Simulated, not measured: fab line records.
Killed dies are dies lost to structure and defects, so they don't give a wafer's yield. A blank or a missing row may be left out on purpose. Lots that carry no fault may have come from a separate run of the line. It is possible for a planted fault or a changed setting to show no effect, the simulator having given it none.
Chamber matching ; flow n5 finfet ; 4 sister chambers for N5_MOL_CONTACT_COAG_DESCUM_45 on rie diel-04
The step chemistry O2, time 7 s. 14 wafers are shown with their chamber, then 7 later ones without.

## WAFERS, EACH WITH ITS CHAMBER
wafer;chamber;drypump motor current A (A);throttle valve pct (%);showerhead plenum p Torr (Torr)
L074.2;0;6.7;20.22;2.16
L074.3;1;5.9;21.16;2.18
L074.5;2;5.7;20.52;2.05
L079.1;0;6.7;20.24;2.15
L079.3;3;6.2;20.63;2.02
L079.6;2;5.7;20.53;2.04
L080.1;3;6.2;20.62;2.01
L080.3;1;5.9;21.21;2.18
L080.5;3;6.2;20.62;2.01
L082.1;0;6.7;20.25;2.15
L082.2;1;5.8;21.20;2.17
L082.3;2;5.7;20.55;2.04
L086.1;1;5.9;21.22;2.17
L086.3;0;6.7;20.25;2.15

SIGNATURES, as means of the wafers listed above
reading;chamber 0;chamber 1;chamber 2;chamber 3;scatter within a chamber
drypump motor current A;6.700;5.875;5.700;6.200;0.0274
throttle valve pct;20.2400;21.1975;20.5333;20.6233;0.0179
showerhead plenum p Torr;2.1525;2.1750;2.0433;2.0133;0.00555
Rule: distance of a wafer from a chamber = root of the sum over the readings of ((wafer's reading minus chamber's mean) / reading's scatter) squared. If the next closest chamber is less than 2 further off than the closest, the wafer can't be placed; otherwise it belongs to the closest. The scatter is the square root of a quotient: the sum, over the shown wafers, of each reading's squared deviation from its chamber's mean, divided by wafers minus chambers.

## WAFERS MISSING THEIR CHAMBER
wafer;drypump motor current A (A);throttle valve pct (%);showerhead plenum p Torr (Torr)
L086.4;5.8;21.21;2.17
L087.1;5.9;21.21;2.17
L087.3;6.7;20.27;2.15
L087.6;6.2;20.65;2.01
L096.1;6.7;20.29;2.14
L096.3;6.2;20.69;2.00
L096.4;6.7;20.29;2.14

## EACH ONE'S CHAMBER
wafer;from the rows above;in truth
L086.4;1;1
L087.1;1;1
L087.3;0;0
L087.6;3;3
L096.1;0;0
L096.3;3;3
L096.4;0;0
Placed correctly: 7 of 7. Left unplaced by these rows: 0. 0 placed wrongly.
